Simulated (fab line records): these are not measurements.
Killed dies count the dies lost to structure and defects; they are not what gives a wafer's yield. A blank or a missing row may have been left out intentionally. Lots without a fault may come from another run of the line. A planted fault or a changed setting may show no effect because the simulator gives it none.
fab line records :: flow n5Finfet
record
  lots=7
  wafers=21
route steps=1938 shown PASSIVATION@1929
startH: hours from the record's first day to the start of the lot's first wafer shown :: waitH: hours from the lot's prior step to this one :: " same as the row above :: L1.1+2: a single row standing in for several wafers :: - either no value or no given start :: * or withheld: withheld :: < > ~ a bound
route shown NAME@n: names a module that has steps shown in the file, with the first one's number in the route :: usual: mean/standard deviation taken from wafers without a fault :: same: alike in all rows :: chamber/n: place in a boat :: sites: each site's reading :: _std_site: standard deviation across them :: _edge_site: the outer-site mean with the inner-site mean subtracted :: radiusMm: for every site, how far away it sits from the centre of the wafer :: mask NAME#n: copy n :: behind: tool/chamber where the wafer was last shaped :: hold: why the lot went on hold/how many hours it stayed there/how the hold came to an end :: device: transistor that didn't switch, given as n, p or np :: end of line: at the end of the route, the tests of the same wafers :: step lacking rows: just its recipe :: killed: at the first sort, the dies lost to defects and structure; wafer yield is something else :: map: a wafer's dies, x killed, . not, _ none there
set.NAME: the setting as run; set.NAME@STEP: as run at that earlier step :: model.NAME: the simulator's own value behind a step, which no gauge read
lots with deliberately changed settings; one table per step, one row per wafer
## steps
# step N5_PASSIVATION_PASS_ETCH_47
# recipe
  chemistry=CF4/O2
  target=SiNx
  targetDepthA=7700
  timeS=385
  ionEnergyEv=100
  pressureMtorr=40
  sourceW=535
  biasW=49
  Ar_flow_sccm=100
  cf4FlowSccm=100
  O2_flow_sccm=10
# usual
  rfVppV=241.1/2
lot.wafer: L075.1
tool: rieDiel-05
chamber: 2
startH: 270.93
waitH: 0.0
set.sourceW: 535
rfVppV: 239.7
model.etch.depthNm: 757.3

lot.wafer: L075.4
tool: rieDiel-05
chamber: 0
startH: 270.93
waitH: 0.0
set.sourceW: 535
rfVppV: 242.5
model.etch.depthNm: 752.3

lot.wafer: L075.5
tool: rieDiel-05
chamber: 1
startH: 270.93
waitH: 0.0
set.sourceW: 535
rfVppV: 244.0
model.etch.depthNm: 766.9

lot.wafer: L079.4
tool: rieDiel-05
chamber: 1
startH: 287.75
waitH: 0.0
set.sourceW: 535
rfVppV: 243.1
model.etch.depthNm: 771.8

lot.wafer: L079.5
tool: rieDiel-05
chamber: 2
startH: 287.75
waitH: 0.0
set.sourceW: 535
rfVppV: 239.5
model.etch.depthNm: 765.2

lot.wafer: L079.6
tool: rieDiel-05
chamber: 3
startH: 287.75
waitH: 0.0
set.sourceW: 460
rfVppV: 260.9
model.etch.depthNm: 672

lot.wafer: L085.2
tool: rieDiel-01
chamber: 1
startH: 325.06
waitH: 0.0
set.sourceW: 535
rfVppV: 242.5
model.etch.depthNm: 773.9

lot.wafer: L085.3
tool: rieDiel-01
chamber: 0
startH: 325.06
waitH: 0.0
set.sourceW: 445.8
rfVppV: 265.3
model.etch.depthNm: 664.2

lot.wafer: L085.6
tool: rieDiel-01
chamber: 3
startH: 325.06
waitH: 0.0
set.sourceW: 535
rfVppV: 240.3
model.etch.depthNm: 783.8

lot.wafer: L092.2
tool: rieDiel-04
chamber: 3
startH: 369.83
waitH: 0.0
set.sourceW: 535
rfVppV: 242.2
model.etch.depthNm: 782.6

lot.wafer: L092.3
tool: rieDiel-04
chamber: 0
startH: 369.83
waitH: 0.0
set.sourceW: 535
rfVppV: 245.4
model.etch.depthNm: 784.3

lot.wafer: L092.4
tool: rieDiel-04
chamber: 1
startH: 369.83
waitH: 0.0
set.sourceW: 535
rfVppV: 240.6
model.etch.depthNm: 775.4

lot.wafer: L093.4
tool: rieDiel-05
chamber: 0
startH: 380.16
waitH: 0.0
set.sourceW: 535
rfVppV: 242.2
model.etch.depthNm: 747.3

lot.wafer: L093.5
tool: rieDiel-05
chamber: 1
startH: 380.16
waitH: 0.0
set.sourceW: 535
rfVppV: 243.7
model.etch.depthNm: 750.9

lot.wafer: L093.6
tool: rieDiel-05
chamber: 2
startH: 380.16
waitH: 0.0
set.sourceW: 535
rfVppV: 240.3
model.etch.depthNm: 748.4

lot.wafer: L095.1
tool: rieDiel-01
chamber: 2
startH: 386.09
waitH: 0.0
set.sourceW: 535
rfVppV: 240.7
model.etch.depthNm: 790.6

lot.wafer: L095.4
tool: rieDiel-01
chamber: 3
startH: 386.09
waitH: 0.0
set.sourceW: 535
rfVppV: 242.1
model.etch.depthNm: 785

lot.wafer: L095.5
tool: rieDiel-01
chamber: 0
startH: 386.09
waitH: 0.0
set.sourceW: 535
rfVppV: 240.8
model.etch.depthNm: 773.2

lot.wafer: L097.2
tool: rieDiel-04
chamber: 0
startH: 405.17
waitH: 0.0
set.sourceW: 535
rfVppV: 243.9
model.etch.depthNm: 765.5

lot.wafer: L097.3
tool: rieDiel-04
chamber: 3
startH: 405.17
waitH: 0.0
set.sourceW: 454.6
rfVppV: 261.1
model.etch.depthNm: 670.6

lot.wafer: L097.5
tool: rieDiel-04
chamber: 3
startH: 405.17
waitH: 0.0
set.sourceW: 454.6
rfVppV: 261.7
model.etch.depthNm: 668.2
# step N5_PASSIVATION_ETCH_54
# recipe
  chemistry=CHF3/O2
  target=SiO2
  targetDepthA=8800
  CHF3_flow_sccm=50
  O2_flow_sccm=5
  Ar_flow_sccm=200
  timeS=440
  maskMaterial=PR
  pressureMtorr=30
  sourceW=650
  biasW=170
  ionEnergyEv=200
# usual
  rfVppV=525/4.2
lot.wafer: L075.1
tool: rieDiel-05
chamber: 2
startH: 271.16
waitH: 0.1
set.biasW: 185.4
rfVppV: 560

lot.wafer: L075.4
tool: rieDiel-05
chamber: 0
startH: 271.16
waitH: 0.1
set.biasW: 185.4
rfVppV: 565

lot.wafer: L075.5
tool: rieDiel-05
chamber: 1
startH: 271.16
waitH: 0.1
set.biasW: 170
rfVppV: 533

lot.wafer: L079.4
tool: rieDiel-05
chamber: 1
startH: 287.98
waitH: 0.1
set.biasW: 156.7
rfVppV: 497

lot.wafer: L079.5
tool: rieDiel-05
chamber: 2
startH: 287.98
waitH: 0.1
set.biasW: 170
rfVppV: 523

lot.wafer: L079.6
tool: rieDiel-05
chamber: 3
startH: 287.98
waitH: 0.1
set.biasW: 170
rfVppV: 523

lot.wafer: L085.2
tool: rieDiel-01
chamber: 1
startH: 325.28
waitH: 0.1
set.biasW: 170
rfVppV: 527

lot.wafer: L085.3
tool: rieDiel-01
chamber: 0
startH: 325.28
waitH: 0.1
set.biasW: 196.2
rfVppV: 587

lot.wafer: L085.6
tool: rieDiel-01
chamber: 3
startH: 325.28
waitH: 0.1
set.biasW: 196.2
rfVppV: 589

lot.wafer: L092.2
tool: rieDiel-04
chamber: 3
startH: 370.06
waitH: 0.1
set.biasW: 170
rfVppV: 524

lot.wafer: L092.3
tool: rieDiel-04
chamber: 0
startH: 370.06
waitH: 0.1
set.biasW: 192.6
rfVppV: 586

lot.wafer: L092.4
tool: rieDiel-04
chamber: 1
startH: 370.06
waitH: 0.1
set.biasW: 192.6
rfVppV: 580

lot.wafer: L093.4
tool: rieDiel-05
chamber: 0
startH: 380.38
waitH: 0.1
set.biasW: 170
rfVppV: 526

lot.wafer: L093.5
tool: rieDiel-05
chamber: 1
startH: 380.38
waitH: 0.1
set.biasW: 170
rfVppV: 531

lot.wafer: L093.6
tool: rieDiel-05
chamber: 2
startH: 380.38
waitH: 0.1
set.biasW: 170
rfVppV: 522

lot.wafer: L095.1
tool: rieDiel-01
chamber: 2
startH: 386.32
waitH: 0.1
set.biasW: 170
rfVppV: 527

lot.wafer: L095.4
tool: rieDiel-01
chamber: 3
startH: 386.32
waitH: 0.1
set.biasW: 170
rfVppV: 525

lot.wafer: L095.5
tool: rieDiel-01
chamber: 0
startH: 386.32
waitH: 0.1
set.biasW: 170
rfVppV: 523

lot.wafer: L097.2
tool: rieDiel-04
chamber: 0
startH: 405.39
waitH: 0.1
set.biasW: 180.4
rfVppV: 556

lot.wafer: L097.3
tool: rieDiel-04
chamber: 3
startH: 405.39
waitH: 0.1
set.biasW: 180.4
rfVppV: 549

lot.wafer: L097.5
tool: rieDiel-04
chamber: 3
startH: 405.39
waitH: 0.1
set.biasW: 170
rfVppV: 524
## key
split
  step=N5_PASSIVATION_PASS_ETCH_47
  setting=sourceW
  stated=535
  by=wafer
response
  step=N5_PASSIVATION_PASS_ETCH_47
  reading=rfVppV
  change=-1.34
  per=1%
  r=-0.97
response
  step=N5_PASSIVATION_PASS_ETCH_47
  reading=model.etch.depthNm
  change=+6.72
  per=1%
  r=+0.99
split
  step=N5_PASSIVATION_ETCH_54
  setting=biasW
  stated=170
  by=wafer
response
  step=N5_PASSIVATION_ETCH_54
  reading=rfVppV
  change=+3.97
  per=1%
  r=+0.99
